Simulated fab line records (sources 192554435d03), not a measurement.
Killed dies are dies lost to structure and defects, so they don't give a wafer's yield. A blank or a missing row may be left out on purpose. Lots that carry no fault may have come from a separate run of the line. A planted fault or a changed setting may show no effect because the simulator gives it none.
Matching of chambers ; flow n5Finfet ; rieDiel-04 running N5_BEOL_M4_STRIP_66: 4 sister chambers
The step strips in CF4. 4 wafers are shown with their chamber, then 9 later ones without.

== WAFERS PAIRED WITH THEIR CHAMBERS ==
wafer;chamber;showerheadPlenumPTorr (Torr)
L077.6;2;1.74
L089.1;1;1.80
L089.2;0;1.73
L089.3;3;1.77

== WAFERS MISSING THEIR CHAMBER ==
wafer;showerheadPlenumPTorr (Torr)
L090.1;1.77
L090.3;1.73
L090.5;1.80
L091.2;1.73
L091.5;1.74
L091.6;1.77
L097.2;1.79
L097.4;1.72
L097.6;1.79

== WHICH CHAMBER EACH WENT THROUGH ==
wafer;from the rows above;in truth
L090.1;3;3
L090.3;can't be placed: 0 or 2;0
L090.5;1;1
L091.2;can't be placed: 0 or 2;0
L091.5;can't be placed: 2 or 0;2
L091.6;3;3
L097.2;can't be placed: 1 or 3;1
L097.4;can't be placed: 0 or 2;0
L097.6;can't be placed: 1 or 3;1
Placed correctly: 3 of 9. Cannot be placed on the basis of these rows: 6; the candidates contain the true chamber in 6. 0 placed wrongly.
How it was worked out, from the rows above alone: a wafer's distance from a chamber is the root of the sum, over the readings, of the square of ((its reading less the chamber's mean) divided by the reading's scatter). The wafer belongs to the nearest chamber; if the next one is less than 2 further off, it can't be placed. A chamber's mean is the mean of its shown wafers. The scatter (one wafer shown for each chamber): square how far every hidden wafer sits from the nearest shown wafer, average those squares and take the square root.
